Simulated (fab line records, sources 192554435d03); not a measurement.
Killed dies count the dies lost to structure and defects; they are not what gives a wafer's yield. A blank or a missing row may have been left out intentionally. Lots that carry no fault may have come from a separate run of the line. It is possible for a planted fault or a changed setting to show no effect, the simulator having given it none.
fab line records -- flow n5-finfet
record: lots: 5, wafers: 13, last-day: 18
route steps=1938 shown MOL_CONTACT_COAG@623 BEOL_M0_SAQP@632 BEOL_M0@721 BEOL_M4@1111
lots with no fault: from the same line, run without faults
start-h: hours from the record's opening day to when the first of the lot's shown wafers began -- wait-h: hours since the lot's step before -- " the same as in the row above -- L1.1+2: a single row standing in for several wafers -- - no value, or no start given -- * or withheld: withheld -- < > ~ a bound
route shown NAME@n: a module of which the file shows steps, and the number in the route of the first -- usual: mean/standard deviation of fault-free wafers -- same: alike in all rows -- chamber/n: place in a boat -- sites: readings site by site -- _std_site: their standard deviation -- _edge_site: outer sites' mean less inner sites' -- radius-mm: for every site, how far away it sits from the centre of the wafer -- mask NAME#n: copy n -- behind: the most recent tool/chamber to have shaped the wafer -- hold: cause of the lot's hold/its duration in hours/its outcome -- device: names the non-switching transistor (n, p or np) -- end of line: the same wafers' tests at the end of the route -- a step given without rows: its recipe and nothing more -- killed: the dies lost at the first sort to structure and to defects; this is not the yield of the wafer -- map: the dies of a wafer, with x for killed, . for not killed, _ for no die there
set.NAME: the setting as run; set.NAME@STEP: as run at that earlier step -- model.NAME: the simulator's own value behind a step, which no gauge read
lots at some steps of the route; a table a step, a row a wafer
services: the hour from which a tool's chamber was out of use, counted from the record's first day as start-h (under 0 if before that day), plus the number of hours and why
== steps ==
step: N5_MOL_CONTACT_COAG_PRE_CLEAN_121
recipe: gas: H2/He, time-s: *, temp-c: withheld
step: N5_MOL_CONTACT_COAG_CVD_140
recipe: material: W, target-thk-a: 665, mode: selective-fill, temp-c: 300, time-s: 215
step: N5_MOL_CONTACT_COAG_PRECLEAN_127
recipe: chemistry: DIW, time-s: 57.5, temp-c: 23
step: N5_MOL_CONTACT_COAG_SRD_128
recipe: dry-time-s: 32, dry: n2-spin, spin-rpm: 1500
step: N5_MOL_CONTACT_COAG_CMP_52
recipe: stop-on: SiO2, t-overpolish-s: 1.5, post-cmp-clean: w-dilute-nh4oh, down-force-psi: 4, platen-rpm: 50.289, pad-velocity-m-s: 1.0006, target-thk-nm: 66.5
step: N5_MOL_CONTACT_COAG_ANNEAL_112
recipe: temp-c: 400, time-s: 1800, ambient: HPD2, pressure-atm: 10
step: N5_BEOL_M0_SAQP_PECVD_00
recipe: material: SiCN, target-thk-a: 80, temp-c: withheld, precursor: 3MS/NH3, pressure-torr: 3, rf-w: 202, time-s: 14
step: N5_BEOL_M0_SAQP_ILD_DEP_01
recipe: material: SiOC, target-thk-a: 454.19, temp-c: 350, precursor: DEMS/O2, pressure-torr: 5, rf-w: 500, time-s: 8.7
step: N5_BEOL_M0_SAQP_HM_DEP_02
recipe: material: TiN, target-thk-a: 120, temp-c: 25, chamber-pressure-pa: 0.49996
usual: throttle-valve-pct: 29.9/0.77
lot.wafer,tool,chamber,start-h,wait-h,throttle-valve-pct,model.TiN_of_BEOL_M0_SAQP_HM_DEP_02.thk-nm
L843.4,pvd-sputter-02,-,124.74,0.8,31.0,12.2
L843.5,pvd-sputter-02,-,124.74,0.8,30.1,12.2
L843.6,pvd-sputter-02,-,124.74,0.8,29.1,12
L853.2,pvd-sputter-02,-,182.98,0.6,29.7,12
L853.3,pvd-sputter-02,-,182.98,0.6,31.3,8.8
L854.2,pvd-sputter-02,-,194.46,0.7,29.5,12
L854.3,pvd-sputter-02,-,194.46,0.7,30.1,9
L855.2,pvd-sputter-02,-,198.88,1.9,30.6,12
L855.4,pvd-sputter-02,-,198.88,1.9,29.6,8.8
L855.5,pvd-sputter-02,-,198.88,1.9,31.0,12
L863.1,pvd-sputter-03,-,248.25,1.1,31.2,12
L863.3,pvd-sputter-03,-,248.25,1.1,29.9,11.8
L863.5,pvd-sputter-03,-,248.25,1.1,28.8,11.8
step: N5_BEOL_M0_SAQP_PECVD_03
recipe: material: SiCN, target-thk-a: 120, temp-c: withheld, precursor: 3MS/NH3, pressure-torr: 3, rf-w: 202, time-s: 21.1
step: N5_BEOL_M0_SAQP_PECVD_96
recipe: material: a-Si, target-thk-a: 450, temp-c: 350, precursor: SiH4/He, pressure-torr: 3, rf-w: 100, time-s: 45.2
step: N5_BEOL_M0_SAQP_PECVD_97
recipe: material: SiNx, target-thk-a: 230, temp-c: 350, precursor: SiH4/NH3/N2, pressure-torr: 1.5, rf-w: 300, time-s: 19.9
step: N5_BEOL_M0_SAQP_PECVD_04
recipe: material: a-Si, target-thk-a: 600, temp-c: 350, precursor: SiH4/He, pressure-torr: 3, rf-w: 100, time-s: 60.2
step: N5_BEOL_M0_SAQP_HM_DEP_111
recipe: material: SiO2, target-thk-a: 120, temp-c: 400, precursor: SiH4/N2O, pressure-torr: 0.75, rf-w: 275, time-s: 7.2
step: N5_BEOL_M0_SAQP_COAT_81
recipe: resist: SOC, temp-c: 250, time-s: 60, spin-rpm: 1500, resist-thk-nm: 100
step: N5_BEOL_M0_SAQP_COAT_82
recipe: resist: SiARC, temp-c: 220, time-s: 60, spin-rpm: 1500, resist-thk-nm: 30
step: N5_BEOL_M0_SAQP_COAT_08
recipe: resist: CAR-ArF, spin-rpm: 1500, resist-thk-nm: 90
step: N5_BEOL_M0_SAQP_EBR_10
recipe: solvent: PGMEA, ebr-width-mm: 1.5
step: N5_BEOL_M0_SAQP_SOFTBAKE_09
recipe: temp-c: 110, time-s: 60, resist: CAR-ArF
step: N5_BEOL_M0_SAQP_EXPOSE_11
recipe: mask-id: M0_CORE, na: 1.35, source-shape: dipole, sigma-inner: 0.538, sigma-outer: 0.738, polarization: te, target-cd-nm: 42, dose-mj: 55
step: N5_BEOL_M0_SAQP_PEB_12
recipe: peb-temp-c: withheld, peb-time-s: 60, resist: CAR-ArF
step: N5_BEOL_M0_SAQP_DEVELOP_13
recipe: develop-time-s: 30, developer: TMAH, resist: CAR-ArF, dev-temp-c: 23, rinse-liquid: diw, dry: air-spin
step: N5_BEOL_M0_SAQP_DESCUM_19
recipe: chemistry: O2, time-s: 7.9, source-power-w: 50, bias-power-w: 20, pressure-mtorr: 20, rf-frequency-hz: 2.712e+07, temp-c: 40, resist: CAR-ArF, o2-flow-sccm: 225
step: N5_BEOL_M0_SAQP_ETCH_83
recipe: chemistry: CF4, target: SiARC, target-depth-a: 390, mask-material: CAR-ArF, time-s: 65, ion-energy-ev: 80, pressure-mtorr: 40, source-w: 545, bias-w: 36, Ar_flow_sccm: 100, cf4-flow-sccm: 100, ends: cleared
step: N5_BEOL_M0_SAQP_ETCH_84
recipe: chemistry: N2/H2, target: SOC, target-depth-a: 1000, overetch-a: 200, mask-material: SiARC, temp-c: 40, time-s: 150, ion-energy-ev: 200, pressure-mtorr: 30, source-w: 840, bias-w: 150, n2-flow-sccm: 200, h2-flow-sccm: 200
step: N5_BEOL_M0_SAQP_STRIP_80
recipe: chemistry: N2/H2, temp-c: 40, n2-flow-sccm: 200, h2-flow-sccm: 200, rf-frequency-hz: 6e+07
step: N5_BEOL_M0_SAQP_HM_OPEN_112
recipe: chemistry: CHF3/O2, target: SiO2, stop-on: a-Si, target-depth-a: 120, over-etch-frac: 1.25, mask-material: SOC, time-s: 13.5, pressure-mtorr: 30, source-w: 650, bias-w: 170, Ar_flow_sccm: 200, CHF3_flow_sccm: 50, O2_flow_sccm: 5, ion-energy-ev: 200, ends: end-point
step: N5_BEOL_M0_SAQP_STRIP_113
recipe: chemistry: CHF3/O2, resist: SiARC, rf-frequency-hz: 6e+07
step: N5_BEOL_M0_SAQP_MANDREL_ETCH_20
recipe: target-depth-a: 600, chemistry: HBr/Cl2, target: a-Si, stop-on: SiNx, bt-time-s: 10, mask-material: SOC, over-etch-frac: 0.5, time-s: 30, pressure-mtorr: 10, icp-w: 800, bias-w: 75, HBr_flow_sccm: 150, Cl2_flow_sccm: 80, ends: end-point
step: N5_BEOL_M0_SAQP_STRIP_86
recipe: chemistry: N2/H2, power-w: 500, temp-c: 40, pressure-mtorr: 50, rf-frequency-hz: 6e+07, overash-fraction: 0.3, bias-power-w: 28, h2-frac: 0.5, n2-flow-sccm: 300, h2-flow-sccm: 300
step: N5_BEOL_M0_SAQP_STRIP_115
recipe: chemistry: post-etch-residue-remover, time-s: 60, temp-c: 25, remover-ph: withheld, remover-water-wt-pct: withheld, remover-fluoride-wt-pct: withheld
step: N5_BEOL_M0_SAQP_SRD_93
recipe: dry: ipa-marangoni, time-s: 30, temp-c: 23, rinse-liquid: diw
step: N5_BEOL_M0_SAQP_RECESS_114
recipe: chemistry: HF/NH3, target: SiO2, target-depth-a: 144, afs-cycles: 3, temp-c: 30, sublimation-temp-c: 180, sublimation-time-s: 60
step: N5_BEOL_M0_SAQP_SPACER1_ALD_98
recipe: material: SiO2, target-thk-a: 128, temp-c: 300, ald-precursor-family: BDEAS, ald-co-reactant: O2-plasma, pulse-time-s: 1, purge-time-s: 2, co-reactant-purge-time-s: 2, ald-cycles: 138, pressure-torr: 2
step: N5_BEOL_M0_TRENCH_ETCH_107
recipe: chemistry: C4F6/O2, target-depth-a: 328, target: SiOC, time-s: 16.4, ion-energy-ev: 250, pressure-mtorr: 30, source-w: 355, bias-w: 185, Ar_flow_sccm: 300, C4F6_flow_sccm: 10, O2_flow_sccm: 10
usual: drypump-motor-current-A: 5.7/0.37, oes-product-au: 0.80/0.085, rf-vpp-V: 675/20, showerhead-plenum-p-Torr: 2.88/0.084, throttle-valve-pct: 20.88/0.25
same: time-s: 16.4
lot.wafer,tool,chamber,start-h,wait-h,drypump-motor-current-A,oes-product-au,rf-hours-counter-h,rf-vpp-V,showerhead-plenum-p-Torr,throttle-valve-pct,model.TiN_of_BEOL_M0_SAQP_HM_DEP_02.thk-nm
L843.4,rie-diel-03,1,133.63,0.0,5.5,0.70,-,687,2.94,21.08,9.8
L843.5,rie-diel-03,3,133.63,0.0,5.9,0.68,-,685,2.92,21.25,9.8
L843.6,rie-diel-03,0,133.63,0.0,5.5,0.73,-,717,2.86,21.12,9.6
L853.2,rie-diel-03,0,194.48,0.0,5.5,0.71,184,716,2.85,21.18,9.4
L853.3,rie-diel-03,3,194.48,0.0,5.9,0.92,13,685,2.91,21.01,6.4
L854.2,rie-diel-05,2,204.12,0.0,6.6,0.85,54,660,2.78,21.03,9.6
L854.3,rie-diel-05,1,204.12,0.0,5.9,0.85,63,672,2.76,20.75,6.6
L855.2,rie-diel-05,0,207.59,0.0,5.6,0.73,212,657,2.91,20.78,9.6
L855.4,rie-diel-05,1,207.59,0.0,5.9,0.85,64,672,2.76,20.75,6.2
L855.5,rie-diel-05,3,207.59,0.0,5.4,0.69,-,702,2.96,21.22,9.6
L863.1,rie-diel-05,0,255.70,0.0,5.7,0.70,230,656,2.91,20.80,9.6
L863.3,rie-diel-05,1,255.70,0.0,5.9,0.83,82,672,2.75,20.77,9.2
L863.5,rie-diel-05,1,255.70,0.0,5.9,0.82,-,672,2.75,20.79,9.2
step: N5_BEOL_M4_RC_MEAS_101
usual: DIBL_N: 36.1/2.5, DIBL_P: 36/3.3, IOFF_N: 0.16/0.046, IOFF_P: 0.20/0.051, ION_N: 676/16, ION_P: 462/11, SS_N: 71.6/0.87, SS_P: 73.2/0.86, VT_N: 251/4.4, VT_P: -252/4.6
lot.wafer,tool,chamber,start-h,wait-h,DIBL_N[mV/V],DIBL_P[mV/V],IOFF_N[nA/um],IOFF_P[nA/um],ION_N[uA/um],ION_P[uA/um],SS_N[mV/dec],SS_P[mV/dec],VT_N[mV],VT_P[mV]
L843.4,prober-02,0,203.34,0.5,39.1,40,0.22,0.24,700,472,72.1,74.1,243,-248
L843.5,prober-02,0,203.34,0.5,38.6,39,0.20,0.23,692,470,72.5,73.8,245,-251
L843.6,prober-02,0,203.34,0.5,32.8,34,0.11,0.16,656,451,70.7,72.5,252,-254
L853.2,prober-01,0,275.94,0.2,37.3,39,0.21,0.23,707,476,72.3,73.4,241,-250
L853.3,prober-01,0,275.94,0.2,33.7,33,0.13,0.14,653,443,70.9,71.9,251,-258
L854.2,prober-01,0,294.65,0.2,35.8,36,0.16,0.21,695,478,71.1,72.8,246,-247
L854.3,prober-01,0,294.65,0.2,36.4,37,0.17,0.22,697,478,71.9,73.1,248,-249
L855.2,prober-01,0,302.09,0.2,34.2,33,0.09,0.13,632,433,71.9,73.7,258,-264
L855.4,prober-01,0,302.09,0.2,39.8,40,0.18,0.19,674,457,73.1,74.3,249,-255
L855.5,prober-01,0,302.09,0.2,36.9,38,0.15,0.18,687,456,72.1,73.6,250,-258
L863.1,prober-02,0,320.32,0.0,34.4,33,0.13,0.18,665,458,71.2,72.2,252,-250
L863.3,prober-02,0,320.32,0.0,34.8,34,0.15,0.19,687,472,70.5,73.1,249,-251
L863.5,prober-02,0,320.32,0.0,36.1,35,0.17,0.21,674,463,71.0,73.3,246,-249
== services ==
tool,chamber,start-h,hours,kind
rie-diel-03,2,127.09,-,clean
rie-diel-03,2,127.09,-,consumable-replace:focus-ring
rie-diel-03,2,127.09,13.7,scheduled-down
rie-diel-03,2,127.09,13.7,vent-cycle
rie-diel-05,-,137.49,0.3,repair
pvd-sputter-03,-,138.56,1.3,repair
rie-diel-03,3,143.60,-,clean
rie-diel-03,3,143.60,-,consumable-replace:focus-ring
rie-diel-03,3,143.60,18.2,scheduled-down
rie-diel-03,3,143.60,18.2,vent-cycle
pvd-sputter-03,-,178.82,0.5,repair
rie-diel-03,1,217.54,1.5,repair
rie-diel-03,1,219.15,-,clean
rie-diel-03,1,219.15,-,consumable-replace:focus-ring
rie-diel-03,-,232.52,14.6,pm
rie-diel-03,-,251.20,0.3,repair
== key ==
first-sign none at tools or gauges
model-effect: step: N5_BEOL_M0_SAQP_HM_DEP_02, value: TiN_of_BEOL_M0_SAQP_HM_DEP_02.thk-nm, without: 12.2, struck: 8.867
model-effect: step: N5_BEOL_M0_TRENCH_ETCH_107, value: TiN_of_BEOL_M0_SAQP_HM_DEP_02.thk-nm, without: 9.667, struck: 6.4
met-at N5_BEOL_M0_SAQP_HM_DEP_02
struck-wafers L853.3,L854.3,L855.4
onset-between 124.74 182.98
fault: kind: process-parameter-drift, tool: pvd-sputter-02, chamber: -, onset-h: 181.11, steps: N5_BEOL_M0_SAQP_HM_DEP_02, channel: target-thk-a, offset: *, shape: step, end-h: 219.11, scope: struck-wafers-only, acts-in: *, stated: *
